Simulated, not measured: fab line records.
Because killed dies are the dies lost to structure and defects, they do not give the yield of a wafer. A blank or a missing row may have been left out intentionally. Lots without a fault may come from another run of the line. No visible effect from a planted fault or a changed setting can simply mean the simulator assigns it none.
fab line records	flow n5_finfet	part 1 of 2: steps 1 to 4 of 6
record: lots: 24	wafers: 72	last_day: 19
route steps=1938 shown BEOL_M0_SAQP@633
lots with no fault: from the same line, run without faults
start_h: start of the lot's first displayed wafer, in hours after the record's first day	wait_h: hours elapsed since this lot's preceding step	" unchanged from the row above	L1.1+2: several wafers, shown together as one row	- no value, or no start was given	* or withheld: withheld	< > ~ a bound
route shown NAME@n: NAME is a module with steps in the file, n the number in the route of the first one	usual: mean and standard deviation over wafers with no fault	same: alike in all rows	chamber/n: place in a boat	sites: each site's reading	_std_site: their standard deviation	_edge_site: mean of outer sites minus mean of inner sites	radius_mm: how far each site lies from the wafer's centre	mask NAME#n: copy n	behind: the most recent tool/chamber to have shaped the wafer	hold: reason for holding the lot/hours on hold/outcome of the hold	device: the n, p or np transistor that did not switch	end of line: tests run on the same wafers once the route is complete	a step without rows: its recipe alone	killed: dies lost to structure and defects at the first sort, not the wafer's yield	map: a wafer's dies, marking killed ones x, the rest . and places with no die _
set.NAME: the setting as run; set.NAME@STEP: as run at that earlier step	model.NAME: the simulator's own value behind a step, which no gauge read
a sample of lots followed through the steps of the route, with each step as a table and each wafer as a row
services: when a tool's chamber went out of use (start_h, in hours from the record's first day, below 0 if earlier), for how many hours, and the reason
== steps ==
step: N5_BEOL_M0_SAQP_ILD_DEP_01
recipe: material: SiOC	target_thk_a: 454.19	temp_c: 350	precursor: DEMS/O2	pressure_torr: 5	rf_w: 500	time_s: 8.7
usual: heater_power_w: 472/75	rf_fwd_power_W: 493.3/2.4	showerhead_plenum_p_Torr: 5.689/0.012	throttle_valve_pct: 11.9/0.35
same: time_s: 8.7
lot.wafer	tool	chamber	start_h	wait_h	heater_power_w	rf_fwd_power_W	showerhead_plenum_p_Torr	since_wet_clean_h	throttle_valve_pct
L074.2	pecvd-02	1	103.83	0.0	610	493.0	5.710	1351	11.4
L074.3	"	2	"	"	419	497.4	5.694	2076	12.3
L074.5	"	1	"	"	595	496.4	5.701	-	11.6
L075.2	pecvd-04	1	110.40	0.0	306	494.2	5.686	1539	12.7
L075.4	"	2	"	"	460	494.4	5.683	-	11.3
L075.6	"	1	"	"	321	494.8	5.679	-	12.0
L076.1	pecvd-02	0	115.56	0.0	407	497.0	5.697	638	11.6
L076.2	"	2	"	"	443	493.5	5.688	2088	12.2
L076.5	"	1	"	"	606	494.2	5.684	-	11.6
L077.2	pecvd-04	0	124.21	0.0	626	490.3	5.694	828	11.7
L077.4	"	1	"	"	359	492.2	5.685	-	12.3
L077.6	"	2	"	"	432	492.1	5.676	-	11.6
L078.2	pecvd-02	1	131.67	0.0	516	493.5	5.679	1379	11.6
L078.3	"	0	"	"	486	496.4	5.668	654	12.1
L078.5	"	0	"	"	496	496.0	5.700	-	11.8
L079.1	pecvd-04	0	134.66	0.0	557	492.4	5.691	839	11.6
L079.2	"	2	"	"	409	495.0	5.668	85	11.5
L079.4	"	0	"	"	556	490.4	5.692	-	11.7
L080.3	pecvd-03	0	144.95	0.0	500	495.1	5.710	1030	12.2
L080.5	"	1	"	"	448	487.7	5.678	-	12.5
L080.6	"	0	"	"	501	496.0	5.702	-	12.2
L081.2	pecvd-03	1	149.31	0.0	522	488.3	5.689	1759	12.7
L081.3	"	2	"	"	547	492.2	5.678	271	11.7
L081.5	"	0	"	"	457	494.6	5.697	-	12.3
L082.1	pecvd-03	2	153.80	0.0	510	495.5	5.685	275	11.6
L082.3	"	0	"	"	525	498.4	5.716	1039	12.4
L082.4	"	0	"	"	526	497.9	5.711	-	12.3
L083.1	pecvd-02	2	156.79	0.0	442	493.7	5.687	2129	12.1
L083.3	"	0	"	"	411	494.6	5.688	679	11.5
L083.5	"	2	"	"	439	493.0	5.706	-	12.4
L084.2	pecvd-03	0	163.19	0.0	462	493.1	5.695	1048	12.2
L084.4	"	1	"	"	441	488.0	5.673	-	12.4
L084.6	"	0	"	"	471	494.2	5.705	-	12.2
L085.1	pecvd-04	0	176.03	0.0	601	491.7	5.698	880	11.6
L085.4	"	0	"	"	585	493.5	5.684	-	11.8
L085.5	"	2	"	"	437	492.2	5.666	-	11.5
L086.1	pecvd-03	0	180.60	0.0	505	495.1	5.707	1066	12.2
L086.3	"	1	"	"	526	487.6	5.673	-	12.3
L086.4	"	0	"	"	497	493.7	5.712	-	12.6
L087.1	pecvd-02	1	184.16	0.0	496	494.6	5.708	1432	11.5
L087.2	"	0	"	"	494	493.0	5.689	707	11.7
L087.5	"	1	"	"	516	494.1	5.712	-	11.8
L088.2	pecvd-04	2	188.06	0.0	462	493.7	5.659	138	11.5
L088.3	"	0	"	"	576	491.9	5.689	892	11.8
L088.5	"	2	"	"	368	495.7	5.658	-	11.6
L089.2	pecvd-02	0	197.55	0.0	442	495.8	5.692	720	11.9
L089.3	"	2	"	"	443	496.5	5.692	2170	12.3
L089.4	"	2	"	"	446	496.3	5.693	-	11.9
L090.1	pecvd-04	1	202.64	0.0	377	494.5	5.680	1632	12.3
L090.3	"	2	"	"	454	492.5	5.679	152	11.4
L090.6	"	2	"	"	461	493.3	5.679	-	11.6
L091.2	pecvd-03	0	210.40	0.0	435	493.7	5.698	1096	12.3
L091.5	"	1	"	"	436	487.8	5.677	-	12.3
L091.6	"	0	"	"	433	496.2	5.716	-	12.3
L092.1	pecvd-04	1	215.00	0.0	383	493.0	5.674	1644	12.3
L092.5	"	2	"	"	447	493.5	5.692	-	11.7
L092.6	"	0	"	"	620	495.0	5.697	-	11.9
L093.2	pecvd-04	0	220.24	0.0	597	491.2	5.693	924	11.9
L093.4	"	0	"	"	598	491.7	5.697	-	11.6
L093.6	"	1	"	"	402	491.1	5.671	-	12.0
L094.2	pecvd-04	0	223.60	0.0	517	493.0	5.705	927	11.9
L094.5	"	1	"	"	316	493.6	5.683	-	12.2
L094.6	"	0	"	"	525	492.9	5.698	-	11.8
L095.2	pecvd-02	0	231.95	0.0	395	494.5	5.688	755	12.0
L095.5	"	1	"	"	610	492.8	5.691	-	11.7
L095.6	"	2	"	"	418	493.2	5.683	-	11.3
L096.1	pecvd-02	1	241.52	0.0	596	494.3	5.672	1489	11.7
L096.3	"	0	"	"	413	494.2	5.688	764	11.5
L096.4	"	0	"	"	409	494.4	5.692	-	11.6
L097.2	pecvd-03	1	244.53	0.0	544	487.5	5.674	1855	12.4
L097.3	"	0	"	"	463	494.1	5.697	1130	12.2
L097.5	"	0	"	"	462	496.4	5.701	-	12.2
step: N5_BEOL_M0_SAQP_CD_MEAS_14
recipe: target_cd_nm: 42.5	landing_energy_ev: 500	detector: se_inlens
usual: cd_nm: 42.51/0.29
lot.wafer	tool	chamber	start_h	wait_h	cd_nm
L074.2	cd_sem-01	0	105.65	-	42.27
L074.3	"	0	"	"	42.15
L074.5	"	0	"	"	42.43
L075.2	cd_sem-02	0	112.83	-	42.28
L075.4	"	0	"	"	42.44
L075.6	"	0	"	"	42.69
L076.1	cd_sem-02	0	117.28	-	42.12
L076.2	"	0	"	"	41.98
L076.5	"	0	"	"	42.47
L077.2	cd_sem-02	0	126.26	-	42.82
L077.4	"	0	"	"	43.09
L077.6	"	0	"	"	42.65
L078.2	cd_sem-03	0	134.02	-	42.14
L078.3	"	0	"	"	42.31
L078.5	"	0	"	"	42.07
L079.1	cd_sem-01	0	137.28	-	42.48
L079.2	"	0	"	"	42.26
L079.4	"	0	"	"	42.56
L080.3	cd_sem-01	0	146.29	-	42.36
L080.5	"	0	"	"	42.79
L080.6	"	0	"	"	42.88
L081.2	cd_sem-01	0	150.25	-	42.41
L081.3	"	0	"	"	43.09
L081.5	"	0	"	"	42.14
L082.1	cd_sem-02	0	156.27	-	42.69
L082.3	"	0	"	"	42.40
L082.4	"	0	"	"	43.18
L083.1	cd_sem-03	0	159.40	-	42.84
L083.3	"	0	"	"	42.53
L083.5	"	0	"	"	42.87
L084.2	cd_sem-01	0	165.57	-	41.98
L084.4	"	0	"	"	42.71
L084.6	"	0	"	"	42.10
L085.1	cd_sem-02	0	179.09	-	42.66
L085.4	"	0	"	"	42.66
L085.5	"	0	"	"	42.88
L086.1	cd_sem-03	0	182.61	-	42.74
L086.3	"	0	"	"	42.58
L086.4	"	0	"	"	42.59
L087.1	cd_sem-02	0	185.95	-	42.89
L087.2	"	0	"	"	42.57
L087.5	"	0	"	"	42.20
L088.2	cd_sem-03	0	189.60	-	42.46
L088.3	"	0	"	"	42.39
L088.5	"	0	"	"	42.73
L089.2	cd_sem-01	0	198.79	-	42.90
L089.3	"	0	"	"	42.68
L089.4	"	0	"	"	42.50
L090.1	cd_sem-03	0	204.81	-	42.29
L090.3	"	0	"	"	42.32
L090.6	"	0	"	"	42.23
L091.2	cd_sem-03	0	213.25	-	42.43
L091.5	"	0	"	"	42.05
L091.6	"	0	"	"	42.57
L092.1	cd_sem-01	0	216.99	-	42.44
L092.5	"	0	"	"	42.79
L092.6	"	0	"	"	42.49
L093.2	cd_sem-03	0	222.19	-	42.45
L093.4	"	0	"	"	42.32
L093.6	"	0	"	"	42.43
L094.2	cd_sem-03	0	225.76	-	43.09
L094.5	"	0	"	"	42.99
L094.6	"	0	"	"	42.75
L095.2	cd_sem-03	0	234.07	-	42.86
L095.5	"	0	"	"	42.89
L095.6	"	0	"	"	42.66
L096.1	cd_sem-03	0	242.90	-	42.47
L096.3	"	0	"	"	42.17
L096.4	"	0	"	"	42.34
L097.2	cd_sem-03	0	245.97	-	42.98
L097.3	"	0	"	"	42.44
L097.5	"	0	"	"	42.63
step: N5_BEOL_M0_SAQP_RECESS_114
recipe: chemistry: HF/NH3	target: SiO2	target_depth_a: 144	afs_cycles: 3	temp_c: 30	sublimation_temp_c: 180	sublimation_time_s: 60
usual: drypump_motor_current_A: 5.5/0.48
same: sublimation_time_s: 60
lot.wafer	tool	chamber	start_h	wait_h	drypump_motor_current_A
L074.2	vapor_etch-02	1	106.81	0.3	6.3
L074.3	"	0	"	"	5.0
L074.5	"	0	"	"	5.0
L075.2	vapor_etch-02	1	113.47	0.0	6.3
L075.4	"	0	"	"	5.0
L075.6	"	0	"	"	5.0
L076.1	vapor_etch-01	1	117.97	0.0	5.5
L076.2	"	0	"	"	5.1
L076.5	"	0	"	"	5.1
L077.2	vapor_etch-01	1	127.32	0.0	5.5
L077.4	"	0	"	"	5.1
L077.6	"	1	"	"	5.5
L078.2	vapor_etch-02	0	135.05	0.0	5.0
L078.3	"	1	"	"	6.3
L078.5	"	0	"	"	5.0
L079.1	vapor_etch-01	1	137.88	0.0	5.5
L079.2	"	0	"	"	5.1
L079.4	"	1	"	"	5.5
L080.3	vapor_etch-02	1	147.00	0.1	6.3
L080.5	"	1	"	"	6.3
L080.6	"	0	"	"	5.0
L081.2	vapor_etch-01	1	150.84	0.0	5.5
L081.3	"	1	"	"	5.5
L081.5	"	1	"	"	5.5
L082.1	vapor_etch-02	0	157.15	0.0	5.1
L082.3	"	0	"	"	5.1
L082.4	"	1	"	"	6.4
L083.1	vapor_etch-01	1	160.17	0.0	5.5
L083.3	"	0	"	"	5.1
L083.5	"	0	"	"	5.1
L084.2	vapor_etch-01	1	166.53	0.1	5.5
L084.4	"	1	"	"	5.5
L084.6	"	1	"	"	5.5
L085.1	vapor_etch-02	0	179.69	0.0	5.0
L085.4	"	1	"	"	6.3
L085.5	"	1	"	"	6.3
L086.1	vapor_etch-02	1	183.20	0.0	6.3
L086.3	"	0	"	"	5.0
L086.4	"	1	"	"	6.3
L087.1	vapor_etch-01	0	186.54	0.0	5.1
L087.2	"	1	"	"	5.5
L087.5	"	0	"	"	5.1
L088.2	vapor_etch-01	1	190.20	0.0	5.5
L088.3	"	0	"	"	5.1
L088.5	"	1	"	"	5.5
L089.2	vapor_etch-02	1	199.45	0.0	6.3
L089.3	"	1	"	"	6.3
L089.4	"	0	"	"	5.0
L090.1	vapor_etch-02	0	205.41	0.0	5.1
L090.3	"	1	"	"	6.3
L090.6	"	1	"	"	6.3
L091.2	vapor_etch-02	0	214.08	0.0	5.0
L091.5	"	0	"	"	5.1
L091.6	"	1	"	"	6.3
L092.1	vapor_etch-01	1	218.15	0.0	5.5
L092.5	"	1	"	"	5.5
L092.6	"	0	"	"	5.1
L093.2	vapor_etch-01	1	222.78	0.0	5.5
L093.4	"	1	"	"	5.5
L093.6	"	0	"	"	5.1
L094.2	vapor_etch-01	0	226.87	0.0	5.1
L094.5	"	1	"	"	5.5
L094.6	"	0	"	"	5.1
L095.2	vapor_etch-01	1	234.75	0.0	5.5
L095.5	"	1	"	"	5.5
L095.6	"	0	"	"	5.1
L096.1	vapor_etch-01	1	243.49	0.0	5.5
L096.3	"	0	"	"	5.1
L096.4	"	1	"	"	5.5
L097.2	vapor_etch-01	1	247.39	0.8	5.5
L097.3	"	1	"	"	5.5
L097.5	"	1	"	"	5.5
step: N5_BEOL_M0_SAQP_ETCH_107
recipe: chemistry: CH3F/O2	target: SiNx	target_depth_a: 300	mask_material: SOC	pressure_mtorr: 30	source_w: 395	bias_w: 73	Ar_flow_sccm: 150	CH3F_flow_sccm: 30	O2_flow_sccm: 20	ion_energy_ev: 120
usual: CH3F_flow_sccm: 30.00/0.088	chamber_pressure_mTorr: 29.998/0.026	drypump_motor_current_A: 5.7/0.65	oes_product_au: 0.82/0.078	rf_fwd_power_W: 390.6/1.7	rf_vpp_V: 298/3.2	showerhead_plenum_p_Torr: 2.01/0.061	throttle_valve_pct: 16.29/0.18
lot.wafer	tool	chamber	start_h	wait_h	CH3F_flow_sccm	chamber_pressure_mTorr	drypump_motor_current_A	oes_product_au	rf_fwd_power_W	rf_hours_counter_h	rf_vpp_V	showerhead_plenum_p_Torr	throttle_valve_pct
L074.2	rie_diel-06	1	109.09	0.0	30.03	29.989	4.9	0.74	392.1	183	303	1.99	16.40
L074.3	"	3	"	"	30.06	30.007	5.1	0.73	393.1	183	297	1.91	16.69
L074.5	"	0	"	"	29.92	29.985	6.3	0.96	392.5	-	298	2.05	16.07
L075.2	rie_diel-01	0	115.31	0.0	29.93	30.041	5.4	0.87	391.7	45	294	2.04	16.15
L075.4	"	1	"	"	29.92	29.967	6.7	0.85	388.8	53	293	2.04	16.18
L075.6	"	1	"	"	29.93	30.025	6.7	0.86	391.2	-	293	2.04	16.18
L076.1	rie_diel-01	3	119.95	0.0	30.08	29.980	5.4	0.69	389.6	239	297	1.98	16.40
L076.2	"	1	"	"	29.91	29.980	6.9	0.85	389.6	55	292	2.04	16.21
L076.5	"	1	"	"	29.88	30.029	6.8	0.85	389.8	-	293	2.04	16.21
L077.2	rie_diel-01	0	129.14	0.0	29.91	29.975	5.4	0.86	393.1	51	294	2.04	16.16
L077.4	"	1	"	"	30.04	30.056	6.7	0.84	387.6	-	293	2.03	16.21
L077.6	"	0	"	"	29.95	30.017	5.4	0.86	391.7	-	295	2.04	16.16
L078.2	rie_diel-01	0	136.87	0.0	29.92	29.965	5.5	0.85	391.9	54	295	2.04	16.16
L078.3	"	3	"	"	30.10	30.019	5.4	0.68	388.0	246	297	1.97	16.40
L078.5	"	1	"	"	30.03	29.984	6.8	0.83	388.7	-	294	2.03	16.21
L079.1	rie_diel-04	1	141.03	0.0	29.89	29.957	5.9	0.78	390.8	134	299	2.09	16.43
L079.2	"	2	"	"	30.00	29.998	6.2	0.77	392.3	121	299	1.94	16.48
L079.4	"	0	"	"	29.92	29.998	5.3	0.99	393.8	3	299	2.14	16.07
L080.3	rie_diel-04	2	148.80	0.0	30.20	29.986	6.2	0.78	392.3	123	300	1.94	16.48
L080.5	"	3	"	"	30.03	30.016	5.9	0.92	391.2	-	301	2.04	16.11
L080.6	"	0	"	"	29.92	29.996	5.3	0.98	391.5	-	298	2.14	16.08
L081.2	rie_diel-04	3	153.14	0.0	29.95	30.019	5.9	0.91	390.6	23	302	2.04	16.09
L081.3	"	2	"	"	30.22	29.982	6.2	0.77	390.7	125	301	1.94	16.49
L081.5	"	1	"	"	29.96	30.006	5.9	0.77	391.4	-	300	2.09	16.44
L082.1	rie_diel-01	2	159.06	0.0	29.92	29.986	4.9	0.77	390.8	134	299	1.93	16.37
L082.3	"	0	"	"	30.15	29.987	5.5	0.86	392.5	61	295	2.03	16.20
L082.4	"	2	"	"	30.00	30.019	4.8	0.77	390.5	-	300	1.93	16.41
L083.1	rie_diel-01	2	162.09	0.0	29.95	30.010	4.9	0.77	391.4	136	298	1.93	16.41
L083.3	"	0	"	"	30.00	30.015	5.4	0.84	390.5	63	295	2.03	16.18
L083.5	"	0	"	"	30.04	30.025	5.5	0.85	391.8	-	294	2.03	16.18
L084.2	rie_diel-01	1	169.03	0.0	29.99	29.972	6.8	0.82	389.9	74	295	2.03	16.23
L084.4	"	0	"	"	29.98	30.022	5.4	0.84	391.0	-	295	2.03	16.19
L084.6	"	1	"	"	30.00	29.991	6.7	0.82	389.0	-	293	2.03	16.24
L085.1	rie_diel-06	3	181.77	0.0	30.17	29.973	5.1	0.72	393.5	202	298	1.90	16.71
L085.4	"	0	"	"	30.13	29.982	6.3	0.93	389.3	25	298	2.05	16.09
L085.5	"	1	"	"	30.11	30.006	4.9	0.74	390.0	-	303	1.98	16.44
L086.1	rie_diel-01	2	185.03	0.0	29.94	29.972	4.8	0.76	390.6	143	301	1.93	16.40
L086.3	"	3	"	"	30.00	29.962	5.4	0.95	389.2	3	297	1.97	15.99
L086.4	"	0	"	"	30.11	29.977	5.4	0.84	390.7	69	296	2.03	16.19
L087.1	rie_diel-01	0	188.67	0.0	30.20	29.951	5.5	0.83	391.2	70	298	2.03	16.20
L087.2	"	2	"	"	29.92	29.994	4.9	0.77	388.5	144	300	1.93	16.40
L087.5	"	2	"	"	29.77	30.016	4.9	0.76	388.2	-	298	1.93	16.40
L088.2	rie_diel-04	1	192.74	0.0	29.84	29.992	5.9	0.76	391.9	150	299	2.09	16.48
L088.3	"	3	"	"	30.12	29.955	5.9	0.88	388.4	34	300	2.03	16.12
L088.5	"	3	"	"	29.90	30.022	5.9	0.89	390.7	-	301	2.03	16.12
L089.2	rie_diel-06	2	201.37	0.0	30.15	29.974	6.6	0.95	390.6	14	301	2.05	16.30
L089.3	"	1	"	"	30.13	30.012	5.0	0.73	389.6	207	301	1.98	16.44
L089.4	"	3	"	"	30.04	30.003	5.1	0.71	393.8	208	296	1.90	16.73
L090.1	rie_diel-04	0	207.54	0.0	30.00	29.976	5.3	0.95	392.7	25	300	2.13	16.13
L090.3	"	2	"	"	30.10	30.016	6.2	0.77	390.7	140	299	1.93	16.53
L090.6	"	0	"	"	29.88	29.976	5.3	0.93	392.5	-	299	2.13	16.12
L091.2	rie_diel-04	3	215.97	0.0	29.97	30.051	5.9	0.88	391.1	41	299	2.03	16.13
L091.5	"	3	"	"	30.01	30.008	5.9	0.87	391.0	-	301	2.03	16.12
L091.6	"	0	"	"	29.96	29.991	5.4	0.93	391.8	-	299	2.13	16.13
L092.1	rie_diel-06	3	220.13	0.0	29.99	30.020	5.1	0.71	393.0	212	297	1.90	16.75
L092.5	"	1	"	"	30.12	30.005	4.9	0.73	387.5	-	303	1.98	16.44
L092.6	"	0	"	"	30.06	29.981	6.2	0.89	389.3	-	298	2.05	16.12
L093.2	rie_diel-01	1	224.61	0.0	29.90	29.969	6.8	0.81	389.3	90	291	2.02	16.26
L093.4	"	0	"	"	30.15	30.066	5.4	0.83	392.1	80	294	2.03	16.20
L093.6	"	3	"	"	30.02	30.012	5.4	0.91	389.5	-	296	1.97	16.00
L094.2	rie_diel-01	0	228.69	0.0	30.06	29.998	5.4	0.82	391.7	82	295	2.03	16.20
L094.5	"	3	"	"	29.95	30.056	5.4	0.90	388.4	-	298	1.97	16.00
L094.6	"	0	"	"	30.04	29.942	5.4	0.81	393.3	-	295	2.03	16.21
L095.2	rie_diel-01	0	237.25	0.0	29.87	30.015	5.4	0.82	390.9	86	295	2.03	16.22
L095.5	"	0	"	"	29.94	30.017	5.5	0.81	391.6	-	294	2.03	16.22
L095.6	"	1	"	"	30.05	29.994	6.7	0.79	389.4	-	293	2.02	16.27
L096.1	rie_diel-06	2	245.47	0.0	30.09	29.940	6.6	0.91	391.0	28	303	2.04	16.35
L096.3	"	1	"	"	30.08	30.019	5.0	0.71	390.9	221	304	1.98	16.46
L096.4	"	0	"	"	29.96	29.990	6.3	0.87	389.8	46	295	2.04	16.14
L097.2	rie_diel-04	3	249.61	0.0	29.98	29.952	5.9	0.87	391.3	47	300	2.03	16.14
L097.3	"	2	"	"	30.01	30.001	6.2	0.75	389.0	150	300	1.93	16.55
L097.5	"	2	"	"	29.89	29.983	6.2	0.75	392.7	-	302	1.93	16.54
